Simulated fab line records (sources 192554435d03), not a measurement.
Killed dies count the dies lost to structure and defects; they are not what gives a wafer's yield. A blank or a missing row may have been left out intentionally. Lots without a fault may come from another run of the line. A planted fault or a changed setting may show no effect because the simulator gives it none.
fab line records	flow n5-finfet
[record] lots = 5	wafers = 15	last-day = 15
route steps=1938 shown BEOL_M5@1185 BEOL_M6@1194 PASSIVATION@1936
lots untouched by any fault: they come from a run of this same line in which no faults occurred
start-h: hours from the record's first day to the start of the lot's first wafer shown	wait-h: hours since the lot's step before	" unchanged from the row above	L1.1+2: a row that stands for several wafers	- no value present, or no start provided	* or withheld: withheld	< > ~ a bound
route shown NAME@n: a module of which the file shows steps, and the number in the route of the first	usual: average and standard deviation across the fault-free wafers	same: alike in all rows	chamber/n: place in a boat	sites: per-site readings	_std_site: how widely they spread, as a standard deviation	_edge_site: the outer-site mean with the inner-site mean subtracted	radius-mm: how far each site lies from the wafer's centre	mask NAME#n: copy n	behind: tool/chamber where the wafer was last shaped	hold: reason for holding the lot/hours on hold/outcome of the hold	device: the n, p or np transistor that did not switch	end of line: tests of these same wafers at the route's end	where a step has no rows: the recipe by itself	killed: not the wafer's yield, but the dies lost to structure and defects at the first sort	map: dies across one wafer; x = killed, . = not, _ = none there
set.NAME: setting as actually run; set.NAME@STEP: the setting as run at that earlier step	model.NAME: the simulator's own value behind a step, which no gauge read
certain route steps with their lots: each step a table, each wafer a row
services: a tool's chamber out of use, with start hour (start-h, from the record's first day; less than 0 if before it), hours out, and reason
[[steps]]
[step N5_BEOL_M5_ANNEAL_51]
[recipe] temp-c = 225	time-s = 90	ambient = N2
[step N5_BEOL_M5_CMP_52]
[recipe] stop-on = SiCOH_lowk	t-overpolish-s = 6.9	down-force-psi = 1	platen-rpm = 50	clearing-platen-down-force-psi = 1.5	clearing-platen-rpm = 50	post-cmp-clean = cu-alkaline	target-thk-nm = 62	clearing-platen-pad-velocity-m-s = 0.99484	pad-velocity-m-s = 0.99484
[step N5_BEOL_M5_THK_MEAS_53]
[recipe] thk-meas-gauge = xrf	reads = Cu_of_BEOL_M5_ECD_50
[usual] M5_THK = 61.2/1.8
lot.wafer	tool	chamber	start-h	wait-h	M5_THK[nm]
L513.2	film-metro-01	-	199.16	-	57.2
L513.3	"	-	"	"	57.7
L513.5	"	-	"	"	58.2
L514.1	film-metro-02	-	217.54	-	59.5
L514.2	"	-	"	"	59.0
L514.4	"	-	"	"	61.7
L516.1	film-metro-02	-	222.09	-	60.8
L516.2	"	-	"	"	63.3
L516.5	"	-	"	"	62.1
L523.2	film-metro-02	-	263.23	-	61.5
L523.4	"	-	"	"	59.9
L523.6	"	-	"	"	59.7
L524.2	film-metro-02	-	274.69	-	64.3
L524.3	"	-	"	"	61.1
L524.6	"	-	"	"	61.9
[step N5_BEOL_M5_PRE_CLEAN_77]
[recipe] gas = NH3/H2	time-s = 15	temp-c = *	rf-power-w = 300
[step N5_BEOL_M5_CO_CAP_78]
[recipe] material = Co	target-thk-a = 20	temp-c = 200	precursor = CCTBA/H2	pressure-torr = 30	time-s = 102.1
[step N5_BEOL_M5_PRE_CLEAN_55]
[recipe] gas = NH3	time-s = 15	temp-c = withheld	rf-power-w = 300
[step N5_BEOL_M5_DEP_56]
[recipe] material = SiCN	target-thk-a = 80	temp-c = withheld	precursor = 3MS/NH3	pressure-torr = 3	rf-w = 202	time-s = 14
[usual] showerhead-plenum-p-Torr = 3.673/0.013	showerhead-vpp-V = 865/50	throttle-valve-pct = 8.8/0.4
lot.wafer	tool	chamber	start-h	wait-h	showerhead-plenum-p-Torr	showerhead-vpp-V	throttle-valve-pct
L513.2	pecvd-02	0	199.36	0.0	3.672	814	8.8
L513.3	"	0	"	"	3.657	832	8.9
L513.5	"	2	"	"	3.660	782	8.7
L514.1	pecvd-03	2	217.74	0.0	3.691	844	9.2
L514.2	"	0	"	"	3.655	818	8.7
L514.4	"	1	"	"	3.659	861	9.7
L516.1	pecvd-02	2	222.28	0.0	3.668	781	8.8
L516.2	"	0	"	"	3.662	823	8.8
L516.5	"	2	"	"	3.664	782	8.5
L523.2	pecvd-02	2	263.43	0.0	3.664	783	8.8
L523.4	"	2	"	"	3.675	786	8.7
L523.6	"	0	"	"	3.659	819	9.0
L524.2	pecvd-02	2	274.88	0.0	3.668	790	8.4
L524.3	"	0	"	"	3.661	844	8.8
L524.6	"	2	"	"	3.674	798	8.8
[step N5_BEOL_M5_RS_MEAS_57]
[recipe] thk-meas-gauge = four-point-probe	reads = Co_of_BEOL_M5_CO_CAP_78+Cu_of_BEOL_M5_ECD_50+Co_of_BEOL_M5_CVD_47+TaN_of_BEOL_M5_ALD_86
[usual] M5_RS = 0.388/0.013
lot.wafer	tool	chamber	start-h	wait-h	M5_RS[ohm/sq]
L513.2	film-metro-01	-	199.45	0.1	0.418
L513.3	"	-	"	"	0.414
L513.5	"	-	"	"	0.410
L514.1	film-metro-02	-	217.80	0.0	0.399
L514.2	"	-	"	"	0.403
L514.4	"	-	"	"	0.385
L516.1	film-metro-01	-	222.35	0.0	0.392
L516.2	"	-	"	"	0.373
L516.5	"	-	"	"	0.382
L523.2	film-metro-01	-	263.50	0.1	0.385
L523.4	"	-	"	"	0.398
L523.6	"	-	"	"	0.398
L524.2	film-metro-02	-	274.95	0.1	0.374
L524.3	"	-	"	"	0.399
L524.6	"	-	"	"	0.390
[step N5_BEOL_M5_INSPECT_58]
[recipe] inspect-instrument = darkfield	mode = post-dep
[usual] raw-defect-count = 69/25
lot.wafer	tool	chamber	start-h	wait-h	raw-defect-count
L513.2	defect-inspect-02	-	199.47	0.0	52
L513.3	"	-	"	"	68
L513.5	"	-	"	"	62
L514.1	defect-inspect-02	-	217.83	0.0	47
L514.2	"	-	"	"	33
L514.4	"	-	"	"	73
L516.1	defect-inspect-02	-	222.38	0.0	66
L516.2	"	-	"	"	91
L516.5	"	-	"	"	52
L523.2	defect-inspect-01	-	263.53	0.0	50
L523.4	"	-	"	"	71
L523.6	"	-	"	"	64
L524.2	defect-inspect-01	-	274.98	0.0	174
L524.3	"	-	"	"	85
L524.6	"	-	"	"	111
[step N5_BEOL_M6_ILD_DEP_00]
[recipe] material = SiCOH_lowk	target-thk-a = 1797.5	temp-c = 300	precursor = DEMS/porogen	pressure-torr = 5	rf-w = 500	time-s = 33.4
[usual] heater-power-w = 310/44	showerhead-plenum-p-Torr = 5.740/0.012	showerhead-vpp-V = 1353/75	susceptor-temp-C = 300.00/0.2	throttle-valve-pct = 13.5/0.54
lot.wafer	tool	chamber	start-h	wait-h	heater-power-w	showerhead-plenum-p-Torr	showerhead-vpp-V	susceptor-temp-C	throttle-valve-pct
L513.2	pecvd-03	2	199.51	0.0	282	5.753	1351	299.94	13.6
L513.3	"	0	"	"	280	5.737	1301	300.24	13.5
L513.5	"	1	"	"	292	5.731	1363	300.16	14.6
L514.1	pecvd-04	0	217.87	0.0	426	5.731	1415	300.40	13.1
L514.2	"	1	"	"	279	5.739	1329	299.74	13.3
L514.4	"	1	"	"	281	5.727	1328	300.10	13.4
L516.1	pecvd-02	2	222.41	0.0	366	5.735	1237	299.83	13.6
L516.2	"	1	"	"	338	5.739	1507	300.24	13.4
L516.5	"	1	"	"	344	5.734	1485	300.06	13.1
L523.2	pecvd-02	2	263.56	0.0	337	5.731	1215	300.05	13.5
L523.4	"	0	"	"	296	5.744	1313	300.14	13.7
L523.6	"	1	"	"	312	5.738	1487	300.13	13.1
L524.2	pecvd-04	2	275.01	0.0	335	5.741	1392	300.13	12.6
L524.3	"	1	"	"	287	5.736	1319	300.17	13.7
L524.6	"	2	"	"	339	5.732	1399	300.09	12.8
[step N5_BEOL_M6_CURE_74]
[recipe] temp-c = 385	time-s = 240	ambient = He/Ar	material = SiCOH_lowk
[step N5_BEOL_M6_THK_MEAS_01]
[recipe] reads = SiCOH_lowk_of_BEOL_M6_ILD_DEP_00
[usual] M6_ILD_THK = 154.6/2.2
lot.wafer	tool	chamber	start-h	wait-h	M6_ILD_THK[nm]
L513.2	film-metro-01	-	200.09	0.4	152.9
L513.3	"	-	"	"	154.5
L513.5	"	-	"	"	154.8
L514.1	film-metro-01	-	219.08	0.8	149.9
L514.2	"	-	"	"	154.3
L514.4	"	-	"	"	155.9
L516.1	film-metro-01	-	222.99	0.4	153.3
L516.2	"	-	"	"	153.6
L516.5	"	-	"	"	157.3
L523.2	film-metro-01	-	264.14	0.4	149.0
L523.4	"	-	"	"	155.3
L523.6	"	-	"	"	156.9
L524.2	film-metro-02	-	276.07	0.7	151.3
L524.3	"	-	"	"	150.4
L524.6	"	-	"	"	154.3
[step N5_BEOL_M6_PECVD_70]
[recipe] material = SiO2	target-thk-a = 200	temp-c = 400	precursor = TEOS/O2	pressure-torr = 5.5	rf-w = 450	teos-flow-sccm = 53.8	gas = O2	flow-sccm = 3000	time-s = 22.7
[usual] heater-power-w = 717/96	showerhead-plenum-p-Torr = 8.78/0.036	showerhead-vpp-V = 1284/79	susceptor-temp-C = 400.01/0.22	throttle-valve-pct = 21.8/0.78
lot.wafer	tool	chamber	start-h	wait-h	heater-power-w	showerhead-plenum-p-Torr	showerhead-vpp-V	susceptor-temp-C	throttle-valve-pct	model.SiO2_of_BEOL_M6_PECVD_70.thk-nm
L513.2	pecvd-02	2	200.12	0.0	837	8.76	1176	399.96	21.5	19.6
L513.3	"	0	"	"	607	8.77	1246	400.49	21.9	19.6
L513.5	"	2	"	"	866	8.79	1154	400.05	21.3	20
L514.1	pecvd-02	2	219.12	0.0	880	8.78	1170	400.09	21.8	19.8
L514.2	"	0	"	"	612	8.77	1241	399.59	22.1	19.6
L514.4	"	0	"	"	620	8.77	1252	400.30	21.6	19.8
L516.1	pecvd-03	0	223.03	0.0	696	8.75	1245	400.40	21.3	19.8
L516.2	"	1	"	"	637	8.73	1293	400.12	23.9	20
L516.5	"	2	"	"	607	8.88	1267	399.66	22.5	20
L523.2	pecvd-02	2	264.18	0.0	889	8.81	1180	404.92	21.8	19.4
L523.4	"	0	"	"	703	8.77	1253	399.61	22.0	20
L523.6	"	2	"	"	887	8.79	1176	404.80	21.7	19.4
L524.2	pecvd-04	1	276.11	0.0	685	8.79	1295	400.30	21.8	19.4
L524.3	"	2	"	"	721	8.75	1350	400.08	20.3	19.4
L524.6	"	0	"	"	832	8.75	1317	400.08	21.4	19.8
[step N5_BEOL_M6_HM_DEP_02]
[recipe] material = TiN	target-thk-a = 200	temp-c = 25	chamber-pressure-pa = 0.49996
[step N5_BEOL_M6_COAT_59]
[recipe] resist = SOC	temp-c = 250	time-s = 60	spin-rpm = 1500	resist-thk-nm = 100
[step N5_BEOL_M6_COAT_60]
[recipe] resist = SiARC	temp-c = 220	time-s = 60	spin-rpm = 1500	resist-thk-nm = 35
[step N5_BEOL_M6_COAT_05]
[recipe] resist = CAR-ArF	spin-rpm = 1500	resist-thk-nm = 90
[step N5_BEOL_M6_EBR_07]
[recipe] solvent = PGMEA	ebr-width-mm = 1.5
[step N5_BEOL_M6_SOFTBAKE_06]
[recipe] temp-c = 110	time-s = 60	resist = CAR-ArF
[step N5_BEOL_M6_EXPOSE_08]
[recipe] mask-id = M6	na = 1.35	source-shape = dipole	sigma-inner = 0.817	sigma-outer = 0.97	polarization = te	dose-mj = 68.25
[step N5_BEOL_M6_PEB_09]
[recipe] peb-temp-c = withheld	peb-time-s = 60	resist = CAR-ArF
[step N5_BEOL_M6_DEVELOP_10]
[recipe] develop-time-s = 30	developer = TMAH	resist = CAR-ArF	rinse-liquid = diw	dry = air-spin	dev-temp-c = 23
[step N5_BEOL_M6_CD_MEAS_11]
[recipe] target-cd-nm = 38.5	landing-energy-ev = 500	detector = se-inlens	polarity = opening
[usual] cd-nm = 38.7/0.64
lot.wafer	tool	chamber	start-h	wait-h	cd-nm
L513.2	cd-sem-02	0	201.10	-	38.7
L513.3	"	0	"	"	38.1
L513.5	"	0	"	"	38.8
L514.1	cd-sem-01	0	222.05	-	39.3
L514.2	"	0	"	"	40.2
L514.4	"	0	"	"	39.4
L516.1	cd-sem-03	0	226.02	-	37.3
L516.2	"	0	"	"	38.4
L516.5	"	0	"	"	38.1
L523.2	cd-sem-02	0	266.08	-	39.1
L523.4	"	0	"	"	39.0
L523.6	"	0	"	"	39.2
L524.2	cd-sem-01	0	277.15	-	38.8
L524.3	"	0	"	"	38.7
L524.6	"	0	"	"	38.7
[step N5_BEOL_M6_OVL_MEAS_12]
[recipe] points-per-wafer = 44
[usual] M6_OVL = 0.3/0.6
lot.wafer	tool	chamber	start-h	wait-h	M6_OVL[nm]
L513.2	overlay-02	0	201.13	0.0	0.4
L513.3	"	0	"	"	0.0
L513.5	"	0	"	"	0.4
L514.1	overlay-02	0	222.08	0.0	-1.0
L514.2	"	0	"	"	1.5
L514.4	"	0	"	"	-0.3
L516.1	overlay-02	0	226.05	0.0	1.2
L516.2	"	0	"	"	0.0
L516.5	"	0	"	"	-0.1
L523.2	overlay-02	0	266.11	0.0	-0.3
L523.4	"	0	"	"	1.3
L523.6	"	0	"	"	0.6
L524.2	overlay-02	0	277.18	0.0	0.2
L524.3	"	0	"	"	-0.5
L524.6	"	0	"	"	-0.3
[step N5_BEOL_M6_INSPECT_13]
[recipe] mode = adi	inspect-instrument = brightfield
[usual] raw-defect-count = 417/95
lot.wafer	tool	chamber	start-h	wait-h	raw-defect-count
L513.2	defect-inspect-01	-	201.15	0.0	370
L513.3	"	-	"	"	364
L513.5	"	-	"	"	326
L514.1	defect-inspect-01	-	222.10	0.0	364
L514.2	"	-	"	"	456
L514.4	"	-	"	"	403
L516.1	defect-inspect-01	-	226.07	0.0	279
L516.2	"	-	"	"	456
L516.5	"	-	"	"	345
L523.2	defect-inspect-01	-	266.14	0.0	610
L523.4	"	-	"	"	575
L523.6	"	-	"	"	504
L524.2	defect-inspect-02	-	277.20	0.0	629
L524.3	"	-	"	"	396
L524.6	"	-	"	"	508
[step N5_BEOL_M6_DESCUM_16]
[recipe] chemistry = O2	time-s = 7.9	source-power-w = 50	bias-power-w = 20	pressure-mtorr = 20	rf-frequency-hz = 2.712e+07	temp-c = 40	resist = CAR-ArF	o2-flow-sccm = 225
[step N5_BEOL_M6_ETCH_61]
[recipe] chemistry = CF4	target = SiARC	target-depth-a = 455	mask-material = CAR-ArF	time-s = 75.8	ion-energy-ev = 80	pressure-mtorr = 40	source-w = 545	bias-w = 36	Ar_flow_sccm = 100	cf4-flow-sccm = 100	ends = cleared
[usual] drypump-motor-current-A = 5.7/0.45	etch-rf-on-time-s = 75.4/1.8	oes-product-au = 0.69/0.082	rf-vpp-V = 184.4/1.2	showerhead-plenum-p-Torr = 2.16/0.071	throttle-valve-pct = 15.50/0.17
lot.wafer	tool	chamber	start-h	wait-h	drypump-motor-current-A	etch-rf-on-time-s	oes-product-au	rf-hours-counter-h	rf-vpp-V	showerhead-plenum-p-Torr	throttle-valve-pct
L513.2	rie-diel-02	1	201.44	0.0	6.3	77.2	0.60	222	185.1	2.20	15.62
L513.3	"	3	"	"	5.6	72.8	0.63	181	185.7	2.13	15.61
L513.5	"	3	"	"	5.6	72.8	0.63	-	184.2	2.13	15.59
L514.1	rie-diel-02	3	222.17	0.0	5.6	72.9	0.62	188	184.6	2.13	15.62
L514.2	"	0	"	"	5.3	76.6	0.60	217	182.4	2.04	15.56
L514.4	"	1	"	"	6.2	77.1	0.60	229	185.0	2.20	15.63
L516.1	rie-diel-03	2	226.55	0.0	5.5	74.7	0.67	118	184.0	2.14	15.40
L516.2	"	1	"	"	5.3	76.9	0.70	90	185.1	2.16	15.40
L516.5	"	1	"	"	5.3	76.6	0.69	-	185.4	2.16	15.40
L523.2	rie-diel-03	1	266.21	0.0	5.3	77.3	0.67	104	185.6	2.16	15.41
L523.4	"	3	"	"	5.7	75.3	0.78	-	186.5	2.27	15.45
L523.6	"	2	"	"	5.4	75.8	0.65	-	183.3	2.14	15.44
L524.2	rie-diel-04	3	277.27	0.0	6.4	76.2	0.71	75	185.2	2.17	15.66
L524.3	"	2	"	"	5.6	78.3	0.80	9	185.9	2.27	15.34
L524.6	"	2	"	"	5.6	77.3	0.80	-	186.0	2.27	15.34
[step N5_BEOL_M6_ETCH_62]
[recipe] chemistry = N2/H2	target = SOC	target-depth-a = 1100	overetch-a = 220	mask-material = SiARC	temp-c = 40	time-s = 165	ion-energy-ev = 200	pressure-mtorr = 30	source-w = 840	bias-w = 150	n2-flow-sccm = 200	h2-flow-sccm = 200
[usual] drypump-motor-current-A = 5.7/0.45	n2-flow-sccm = 200.0/0.59	oes-product-au = 0.68/0.08	rf-vpp-V = 524.8/2.4	showerhead-plenum-p-Torr = 2.57/0.092	throttle-valve-pct = 17.73/0.22
lot.wafer	tool	chamber	start-h	wait-h	drypump-motor-current-A	n2-flow-sccm	oes-product-au	rf-hours-counter-h	rf-vpp-V	showerhead-plenum-p-Torr	throttle-valve-pct
L513.2	rie-diel-02	1	201.50	0.0	6.2	199.6	0.61	222	525.8	2.63	17.89
L513.3	"	3	"	"	5.6	200.5	0.62	181	523.8	2.53	17.83
L513.5	"	3	"	"	5.6	200.7	0.62	-	522.9	2.53	17.83
L514.1	rie-diel-02	3	222.23	0.0	5.6	200.2	0.62	188	523.7	2.52	17.86
L514.2	"	0	"	"	5.3	200.0	0.60	217	518.4	2.39	17.60
L514.4	"	1	"	"	6.2	199.7	0.60	229	525.6	2.62	17.91
L516.1	rie-diel-03	2	226.60	0.0	5.5	199.5	0.67	118	524.8	2.54	17.56
L516.2	"	1	"	"	5.3	199.7	0.69	90	524.8	2.58	17.57
L516.5	"	1	"	"	5.3	199.8	0.69	-	523.5	2.58	17.56
L523.2	rie-diel-03	1	266.26	0.0	5.3	200.7	0.68	104	525.1	2.57	17.59
L523.4	"	3	"	"	5.7	200.0	0.77	-	526.0	2.69	17.61
L523.6	"	2	"	"	5.5	199.5	0.66	-	522.7	2.53	17.60
L524.2	rie-diel-04	3	277.32	0.0	6.4	199.5	0.70	75	524.6	2.57	17.84
L524.3	"	2	"	"	5.6	200.0	0.80	9	527.7	2.72	17.57
L524.6	"	2	"	"	5.6	200.7	0.81	-	527.2	2.72	17.56
[step N5_BEOL_M6_STRIP_68]
[recipe] chemistry = N2/H2	temp-c = 40	n2-flow-sccm = 200	h2-flow-sccm = 200	rf-frequency-hz = 6e+07
[step N5_BEOL_M6_STRIP_67]
[recipe] chemistry = CF4	resist = SiARC	power-w = 300	bias-power-w = 75	pressure-mtorr = 50	cf4-flow-sccm = 150	rf-frequency-hz = 6e+07
[step N5_BEOL_M6_HM_OPEN_17]
[recipe] chemistry = Cl2/BCl3	target-depth-a = 200	overetch-a = 60	target = TiN	mask-material = SOC	ion-energy-ev = 150	pressure-mtorr = 10	icp-w = 1000	bias-w = 126	Cl2_flow_sccm = 53.25	bcl3-flow-sccm = 21.75	Ar_flow_sccm = 25
[usual] drypump-motor-current-A = 5.8/0.42	oes-product-au = 0.66/0.1	throttle-valve-pct = 22.13/0.24
lot.wafer	tool	chamber	start-h	wait-h	drypump-motor-current-A	oes-product-au	rf-hours-counter-h	throttle-valve-pct
L513.2	rie-metal-02	1	201.69	0.0	6.4	0.53	110	21.92
L513.3	"	0	"	"	6.3	0.76	-	22.22
L513.5	"	0	"	"	6.4	0.75	-	22.21
L514.1	rie-metal-02	0	222.41	0.0	6.3	0.75	12	22.23
L514.2	"	1	"	"	6.4	0.53	112	21.92
L514.4	"	1	"	"	6.4	0.54	-	21.94
L516.1	rie-metal-03	0	226.79	0.0	5.6	0.55	110	22.31
L516.2	"	1	"	"	5.5	0.65	57	22.68
L516.5	"	0	"	"	5.6	0.55	-	22.31
L523.2	rie-metal-01	0	266.45	0.0	5.6	0.81	4	21.90
L523.4	"	1	"	"	5.4	0.58	-	22.02
L523.6	"	0	"	"	5.6	0.81	-	21.88
L524.2	rie-metal-02	1	277.51	0.0	6.4	0.53	118	21.93
L524.3	"	0	"	"	6.4	0.72	-	22.23
L524.6	"	1	"	"	6.4	0.52	-	21.94
[step N5_BEOL_M6_STRIP_19]
[recipe] chemistry = O2	power-w = 400	temp-c = 40	pressure-mtorr = 30	rf-frequency-hz = 6e+07	bias-power-w = 0	overash-fraction = 0.2	o2-flow-sccm = 225
[step N5_BEOL_M6_CD_MEAS_18]
[recipe] pitch-nm = 80	target-cd-nm = 40
[usual] cd-nm = 40.1/0.72
lot.wafer	tool	chamber	start-h	wait-h	cd-nm
L513.2	cd-sem-01	-	201.88	0.1	40.3
L513.3	"	-	"	"	40.3
L513.5	"	-	"	"	40.1
L514.1	cd-sem-03	-	222.59	0.0	40.5
L514.2	"	-	"	"	41.2
L514.4	"	-	"	"	40.5
L516.1	cd-sem-01	-	226.97	0.0	37.9
L516.2	"	-	"	"	39.6
L516.5	"	-	"	"	39.8
L523.2	cd-sem-01	-	266.63	0.1	40.4
L523.4	"	-	"	"	40.7
L523.6	"	-	"	"	40.3
L524.2	cd-sem-01	-	277.69	0.1	40.1
L524.3	"	-	"	"	40.5
L524.6	"	-	"	"	39.6
[step N5_BEOL_M6_COAT_63]
[recipe] resist = SOC	temp-c = 250	time-s = 60	spin-rpm = 1500	resist-thk-nm = 60
[step N5_BEOL_M6_COAT_64]
[recipe] resist = SiARC	temp-c = 220	time-s = 60	spin-rpm = 1500	resist-thk-nm = 12
[step N5_BEOL_M6_COAT_71]
[recipe] resist = underlayer	temp-c = 205	time-s = 60	spin-rpm = 1500	resist-thk-nm = 5
[step N5_BEOL_M6_COAT_22]
[recipe] resist = CAR-EUV	spin-rpm = 1500	resist-thk-nm = 30
[step N5_BEOL_M6_EBR_24]
[recipe] solvent = PGMEA	ebr-width-mm = 1.5
[step N5_BEOL_M6_SOFTBAKE_23]
[recipe] temp-c = 110	time-s = 60	resist = CAR-EUV
[step N5_BEOL_M6_EXPOSE_25]
[recipe] mask-id = V5	na = 0.33	source-shape = annular	sigma-inner = 0.4	sigma-outer = 0.8	polarization = unpolarized	target-cd-nm = 40	dose-mj = 45
[step N5_BEOL_M6_PEB_26]
[recipe] peb-temp-c = 100	peb-time-s = 60	resist = CAR-EUV
[step N5_BEOL_M6_DEVELOP_27]
[recipe] develop-time-s = 30	developer = TMAH	resist = CAR-EUV	rinse-liquid = surfactant-rinse	dry = air-spin	dev-temp-c = 23
[step N5_BEOL_M6_HM_STRIP_39]
[recipe] chemistry = peroxide-tin-strip	material = TiN	target-depth-a = 250	temp-c = 50	time-s = 158
[usual] bath-guard-temp-C = 50.0/0.47
lot.wafer	tool	chamber	start-h	wait-h	bath-guard-temp-C	model.SiO2_of_BEOL_M6_PECVD_70.thk-nm
L513.2	wet-bench-04	2	204.33	0.0	50.9	19.4
L513.3	"	4	"	"	49.0	19.6
L513.5	"	0	"	"	49.8	19.8
L514.1	wet-bench-06	5	226.09	0.0	49.7	19.6
L514.2	"	3	"	"	50.3	19.4
L514.4	"	6	"	"	49.8	19.6
L516.1	wet-bench-04	3	229.17	0.0	49.4	19.6
L516.2	"	1	"	"	50.5	19.8
L516.5	"	2	"	"	51.2	19.8
L523.2	wet-bench-04	3	270.78	0.0	49.6	19.2
L523.4	"	5	"	"	50.6	20
L523.6	"	0	"	"	49.6	19.4
L524.2	wet-bench-03	0	280.14	0.0	50.4	19.2
L524.3	"	2	"	"	50.3	19.2
L524.6	"	4	"	"	50.4	19.6
[step N5_PASSIVATION_PROBE_49]
[usual] defect-limited-yield = 90.9/1.4	killed_at_M0_to_M3 = 37/12	killed_at_M4_up = 14/5.3	killed-at-contacts = 12/6.2	killed-at-front-end = 41/11	killed-at-other = 3.7/2.9	killed-dies = 107/17	killed-on-rim = 14/4.4	killed-open = 71/12	killed-short = 34/7.9	sort_bin_5_function = 5.3/0.95	sort_bin_6_memory = 3.4/0.7	sort-n-pass = 1073/17	sort-yield-pct = 90.9/1.5
[same] gross-dies = 1180	killed-at-back-side = 0	sort_bin_4_leakage[%] = 0	sort_bin_8_speed[%] = 0
lot.wafer	tool	chamber	start-h	wait-h	defect-limited-yield[%]	killed_at_M0_to_M3	killed_at_M4_up	killed-at-contacts	killed-at-front-end	killed-at-other	killed-dies	killed-on-rim	killed-open	killed-short	sort_bin_5_function[%]	sort_bin_6_memory[%]	sort-n-pass	sort-yield-pct[%]
L524.2	prober-01	-	369.50	0.5	90.7	45	20	2	39	4	110	15	71	35	5.1	3.8	1070	90.7
// killed by level:class
L524.2 FIN_SAQP:geometric-particle:open=17 BEOL_M0_SAQP:geometric-particle:short=16 BEOL_M0_SAQP:geometric-particle:open=12 BEOL_M4:geometric-particle:open=12 BEOL_M2:geometric-particle:open=8 FIN_SAQP:geometric-particle:short=7 GATE_CUT:geometric-particle:short=4 BEOL_M1:geometric-particle:open=4
[[services]]
tool	chamber	start-h	hours	kind
pecvd-02	0	181.80	2.1	scheduled-down
rie-diel-04	1	184.08	-	clean
pecvd-03	0	186.08	5.0	scheduled-down
rie-diel-03	3	189.80	9.6	repair
pecvd-02	1	197.56	2.1	scheduled-down
pecvd-04	2	202.38	-	clean
pecvd-04	2	202.38	-	consumable-replace:showerhead
pecvd-04	2	202.38	29.0	scheduled-down
pecvd-04	2	202.38	29.0	vent-cycle
rie-diel-03	-	219.02	2.8	pm
pecvd-03	0	227.38	25.5	repair
rie-diel-02	2	241.92	-	clean
rie-diel-02	2	241.92	-	consumable-replace:focus-ring
rie-diel-02	2	241.92	31.1	scheduled-down
rie-diel-02	2	241.92	31.1	vent-cycle
rie-metal-03	-	242.81	14.6	pm
rie-metal-03	-	258.06	1.4	pm
rie-diel-03	0	259.75	6.6	repair
rie-diel-02	0	261.10	2.4	repair
pecvd-02	-	265.94	6.0	pm
rie-diel-02	1	273.09	-	clean
rie-diel-02	1	273.09	-	consumable-replace:focus-ring
rie-diel-02	1	273.09	16.4	scheduled-down
rie-diel-02	1	273.09	16.4	vent-cycle
[[key]]
[first-sign] step = N5_BEOL_M6_PECVD_70	reading = susceptor-temp-C	direction = up	sigmas = 22	usual = *	struck = *
effect none on later readings
[model-effect] step = N5_BEOL_M6_PECVD_70	value = SiO2_of_BEOL_M6_PECVD_70.thk-nm	without = 20.1	struck = 19.4
[model-effect] step = N5_BEOL_M6_HM_STRIP_39	value = SiO2_of_BEOL_M6_PECVD_70.thk-nm	without = 20	struck = 19.3
met-at N5_BEOL_M6_PECVD_70
struck-wafers L523.2,L523.6
onset-between 219.12 264.18
[fault] kind = process-parameter-drift	tool = pecvd-02	chamber = 2	onset-h = 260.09	steps = N5_BEOL_M6_PECVD_70	channel = temp-c	offset = *	shape = step	end-h = 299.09	acts-in = *	stated = *
